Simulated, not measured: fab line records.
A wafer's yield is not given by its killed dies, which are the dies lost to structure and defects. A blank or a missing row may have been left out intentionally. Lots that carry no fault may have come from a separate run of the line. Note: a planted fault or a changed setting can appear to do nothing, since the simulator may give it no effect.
Split-lot study    flow n5Finfet    route with 1938 steps; 7 lots, 39 wafers read

THE SPLIT ITSELF
At N5_MOL_CONTACT_COAG_ALD_133 (deposits SiO2, target thk 5 nm, pulse time 1 s, co reactant pulse time 1 s), the setting aldCycles was moved away from the recipe's 35 on 12 of the 39 wafers read, by -17.1% to +11.4%. For the rest of the wafers, this setting stayed at what the recipe calls for.

The reading is taken at the split's own step.

THE READING
SiO2_of_MOL_CONTACT_COAG_ALD_133.thkNm (the simulator's own value, which no gauge read), in nm, at N5_MOL_CONTACT_COAG_ALD_133 (deposits SiO2, target thk 5 nm, pulse time 1 s, co reactant pulse time 1 s). There is no usual value for it anywhere in the file.

wafer   tool, chamber at the split  aldCycles as run  against the recipe  SiO2_of_MOL_CONTACT_COAG_ALD_133.thkNm, nm  against lot-mates on the recipe
L078.1  aldSin-01, 2,3,0            39                +11.4%              5.6                                         +0.6
L078.3  aldSin-01, 2,3,0            39                +11.4%              5.6                                         +0.6
L078.4  aldSin-01, 2,3,0            39                +11.4%              5.6                                         +0.6
L078.2  aldSin-01, 1,2,3            35                recipe              5                                           -
L078.5  aldSin-01, 1,2,3            35                recipe              5                                           -
L078.6  aldSin-01, 1,2,3            35                recipe              5                                           -
L079.1  aldSin-01, 0,1,2,3,0,3      35                recipe              5                                           -
L079.2  aldSin-01, 0,1,2,3,0,3      35                recipe              5                                           -
L079.3  aldSin-01, 0,1,2,3,0,3      35                recipe              5                                           -
L079.4  aldSin-01, 0,1,2,3,0,3      35                recipe              5                                           -
L079.5  aldSin-01, 0,1,2,3,0,3      35                recipe              5                                           -
L079.6  aldSin-01, 0,1,2,3,0,3      35                recipe              5                                           -
L081.1  aldSin-04, 3,0,2,1,3,2      35                recipe              5                                           -
L081.2  aldSin-04, 3,0,2,1,3,2      35                recipe              5                                           -
L081.3  aldSin-04, 3,0,2,1,3,2      35                recipe              5                                           -
L081.4  aldSin-04, 3,0,2,1,3,2      35                recipe              5                                           -
L081.5  aldSin-04, 3,0,2,1,3,2      35                recipe              5                                           -
L081.6  aldSin-04, 3,0,2,1,3,2      35                recipe              5                                           -
L084.1  aldSin-04, 1,2,2            35                recipe              5                                           -
L084.2  aldSin-04, 1,2,2            35                recipe              5                                           -
L084.5  aldSin-04, 1,2,2            35                recipe              5                                           -
L084.3  aldSin-04, 3,1,3            32                -8.6%               4.6                                         -0.4
L084.4  aldSin-04, 3,1,3            32                -8.6%               4.6                                         -0.4
L084.6  aldSin-04, 3,1,3            32                -8.6%               4.6                                         -0.4
L090.4  aldSin-03, 0,0,3            35                recipe              5                                           -
L090.5  aldSin-03, 0,0,3            35                recipe              5                                           -
L090.6  aldSin-03, 0,0,3            35                recipe              5                                           -
L095.1  aldSin-04, 1,2,3            29                -17.1%              4.2                                         -0.8
L095.2  aldSin-04, 1,2,3            29                -17.1%              4.2                                         -0.8
L095.3  aldSin-04, 1,2,3            29                -17.1%              4.2                                         -0.8
L095.4  aldSin-04, 0,1,2            35                recipe              5                                           -
L095.5  aldSin-04, 0,1,2            35                recipe              5                                           -
L095.6  aldSin-04, 0,1,2            35                recipe              5                                           -
L097.1  aldSin-03, 3,2,1            35                recipe              5                                           -
L097.5  aldSin-03, 3,2,1            35                recipe              5                                           -
L097.6  aldSin-03, 3,2,1            35                recipe              5                                           -
L097.2  aldSin-03, 1,0,2            30                -14.3%              4.2                                         -0.8
L097.3  aldSin-03, 1,0,2            30                -14.3%              4.2                                         -0.8
L097.4  aldSin-03, 1,0,2            30                -14.3%              4.2                                         -0.8
Where a row lists several chambers, the file gives one row for several wafers and doesn't say which wafer went through which chamber.

FIT RESULTS
A straight line over all 39 wafers: SiO2_of_MOL_CONTACT_COAG_ALD_133.thkNm changes by +0.0506 nm for each +1% of aldCycles; r = +1.00; the points scatter about the line by 0.031 nm.
The same after taking each lot's own level away (the mean of its wafers on the recipe; 39 wafers): +0.0506 nm for each +1%; r = +1.00; scatter 0.031 nm.
According to that fit, moving aldCycles by its largest amount changes the reading by 0.87 nm.
The lots' own levels span 5.00 to 5.00 nm.
So the lot-to-lot level changes the slope little: the two slopes agree.
Check: with one of the wafers moved furthest among these (-17.1%) left out of the fit, the line predicts -0.875 nm for it against its lot-mates. It came out at -0.8 nm against them.

OTHER SPLITS APPLIED TO THESE WAFERS
Before the reading, these wafers also passed through other splits. Each is held against what the fit with the lots' levels taken away leaves over:
other split on the same wafers        wafers away from the commonest value  r with SiO2_of_MOL_CONTACT_COAG_ALD_133.thkNm (lot level and that fit taken away)
N5_FIN_SAQP_SPACER1_ALD_24 aldCycles  6                                     -0.18
N5_SD_EPI_P_EPI_21 pressureTorr       18                                    -0.61

FILE'S OWN FIT
SiO2_of_MOL_CONTACT_COAG_ALD_133.thkNm changes by +0.0505 nm for each +1% of aldCycles, r = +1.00.
